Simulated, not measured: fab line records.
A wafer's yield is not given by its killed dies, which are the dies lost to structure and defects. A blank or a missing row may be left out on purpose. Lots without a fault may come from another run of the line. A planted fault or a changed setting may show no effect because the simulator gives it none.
Split-lot study -- flow n5Finfet -- 39 wafers read across 7 lots, on a route 1938 steps long

## SPLIT DETAILS
At N5_BEOL_M9_TRENCH_ETCH_37 (etches SiCOH lowk in C4F6/O2, target depth 151.43 nm, time 49 s), the setting targetDepthA was moved away from the recipe's 1514.3 angstrom on 15 of the 39 wafers read, by -19.4% to +58.3%. This setting was run at the recipe's value on the other wafers.

## FROM THE SPLIT TO THE READING: what the file shows between them, 11 steps
- N5_BEOL_M9_ETCH_41: etches SiCN in CH3F/O2, target depth 36.6 nm, time 70.1 s
- N5_BEOL_M9_STRIP_80: strips in N2/H2, time 10 s
- N5_BEOL_M9_OCD_MEAS_38
- N5_BEOL_M9_HM_STRIP_39: strips TiN in peroxide tin strip, target depth 25 nm, time 158 s
- N5_BEOL_M9_SRD_40: time 30 s
- N5_BEOL_M9_ECD_50: material Cu, target thk 318 nm
- N5_BEOL_M9_ANNEAL_51: time 90 s
- N5_BEOL_M9_CMP_52: polishes, stops on SiCOH lowk, t overpolish 7 s, target thk 140 nm
- N5_BEOL_M9_THK_MEAS_53: measures by xrf
- N5_BEOL_M9_PRE_CLEAN_55: time 15 s
- N5_BEOL_M9_DEP_56: deposits SiCN from 3MS/NH3, target thk 15 nm, time 26.5 s

## THE READING
M9_RS (ohm/sq), read at N5_BEOL_M9_RS_MEAS_57 with a four-point probe. Typical for fault-free wafers on this fab line: 0.152 ohm/sq, with standard deviation 0.0041 ohm/sq.

wafer,"tool, chamber at the split","targetDepthA as run, angstrom",against the recipe,"M9_RS, ohm/sq",against lot-mates on the recipe
L077.1,"rieDiel-06, 3",1220,-19.4%,0.198,+0.044
L077.2,"rieDiel-06, 1",1514.3,recipe,0.157,-
L077.3,"rieDiel-06, 0",1220,-19.4%,0.203,+0.049
L077.4,"rieDiel-06, 2",1220,-19.4%,0.197,+0.043
L077.5,"rieDiel-06, 2",1514.3,recipe,0.150,-
L077.6,"rieDiel-06, 1",1514.3,recipe,0.156,-
L078.1,"rieDiel-01, 3",1514.3,recipe,0.155,-
L078.2,"rieDiel-01, 0",1514.3,recipe,0.147,-
L078.3,"rieDiel-01, 1",1514.3,recipe,0.153,-
L078.4,"rieDiel-01, 2",1514.3,recipe,0.144,-
L078.5,"rieDiel-01, 3",1514.3,recipe,0.155,-
L078.6,"rieDiel-01, 2",1514.3,recipe,0.145,-
L080.1,"rieDiel-01, 1",1514.3,recipe,0.155,-
L080.2,"rieDiel-01, 3",2397,+58.3%,0.093,-0.057
L080.3,"rieDiel-01, 2",1514.3,recipe,0.146,-
L080.4,"rieDiel-01, 2",1514.3,recipe,0.149,-
L080.5,"rieDiel-01, 1",2397,+58.3%,0.090,-0.060
L080.6,"rieDiel-01, 3",2397,+58.3%,0.093,-0.057
L083.1,"rieDiel-01, 2",1514.3,recipe,0.149,-
L083.2,"rieDiel-01, 0",1514.3,recipe,0.147,-
L083.3,"rieDiel-01, 1",1514.3,recipe,0.152,-
L083.4,"rieDiel-01, 3",2119,+39.9%,0.107,-0.042
L083.5,"rieDiel-01, 0",2119,+39.9%,0.101,-0.048
L083.6,"rieDiel-01, 3",2119,+39.9%,0.107,-0.042
L086.1,"rieDiel-03, 0",1514.3,recipe,0.146,-
L086.2,"rieDiel-03, 3",1514.3,recipe,0.149,-
L086.3,"rieDiel-03, 2",1514.3,recipe,0.145,-
L090.1,"rieDiel-06, 3",1990,+31.4%,0.110,-0.042
L090.2,"rieDiel-06, 0",1990,+31.4%,0.114,-0.038
L090.3,"rieDiel-06, 2",1514.3,recipe,0.148,-
L090.4,"rieDiel-06, 2",1514.3,recipe,0.152,-
L090.5,"rieDiel-06, 0",1514.3,recipe,0.155,-
L090.6,"rieDiel-06, 3",1990,+31.4%,0.111,-0.041
L094.1,"rieDiel-03, 3",1514.3,recipe,0.147,-
L094.2,"rieDiel-03, 0",1514.3,recipe,0.148,-
L094.3,"rieDiel-03, 1",1274,-15.9%,0.190,+0.043
L094.4,"rieDiel-03, 2",1274,-15.9%,0.178,+0.031
L094.5,"rieDiel-03, 0",1514.3,recipe,0.147,-
L094.6,"rieDiel-03, 3",1274,-15.9%,0.181,+0.034

FIT RESULTS
A straight line over all 39 wafers: M9_RS changes by -0.00125 ohm/sq for each +1% of targetDepthA; r = -0.95; the points scatter about the line by 0.0088 ohm/sq.
The same after taking each lot's own level away (the mean of its wafers on the recipe; 39 wafers): -0.00125 ohm/sq for each +1%; r = -0.96; scatter 0.0081 ohm/sq.
According to that fit, moving targetDepthA by its largest amount changes the reading by 0.073 ohm/sq.
The lots' own levels span 0.1467 to 0.1543 ohm/sq, that is 1.9 times the standard deviation above.
Consequently the slope shifts little with the lot-to-lot level, the two slopes agreeing.
Check: for one of the wafers moved furthest among these (+58.3%), held out of the fit, the line's prediction against its lot-mates is -0.0709 ohm/sq. Against them it came out at -0.057 ohm/sq.

## THE WHOLE CHAIN: every reading that the file lists as answering this split, in the file's order
step,what it does,reading,change (the file's fit),r (the file's)
N5_BEOL_M9_TRENCH_ETCH_37,"etches SiCOH lowk in C4F6/O2, target depth 151.43 nm, time 49 s","BEOL_M9.featureDepthNm (the simulator's own value, which no gauge read)",+1.41 nm for each +1% of the setting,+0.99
N5_BEOL_M9_TRENCH_ETCH_37,"etches SiCOH lowk in C4F6/O2, target depth 151.43 nm, time 49 s","etch.depthNm (the simulator's own value, which no gauge read)",+1.41 nm for each +1% of the setting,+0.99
N5_BEOL_M9_TRENCH_ETCH_37,"etches SiCOH lowk in C4F6/O2, target depth 151.43 nm, time 49 s","TiN_of_BEOL_M9_HM_DEP_02.thkNm (the simulator's own value, which no gauge read)",-0.0378 nm for each +1% of the setting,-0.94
N5_BEOL_M9_OCD_MEAS_38,,trenchDepthNm,+1.41 nm for each +1% of the setting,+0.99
N5_BEOL_M9_CMP_52,"polishes, stops on SiCOH lowk, t overpolish 7 s, target thk 140 nm","Cu_of_BEOL_M9_ECD_50.thkNm (the simulator's own value, which no gauge read)",+1.4 nm for each +1% of the setting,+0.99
N5_BEOL_M9_THK_MEAS_53,measures by xrf,M9_THK,+1.42 for each +1% of the setting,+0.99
N5_BEOL_M9_RS_MEAS_57,measures by four-point-probe,M9_RS,-0.00119 for each +1% of the setting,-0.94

## THE FILE'S OWN FIT
M9_RS changes by -0.00119 ohm/sq for each +1% of targetDepthA, r = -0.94.
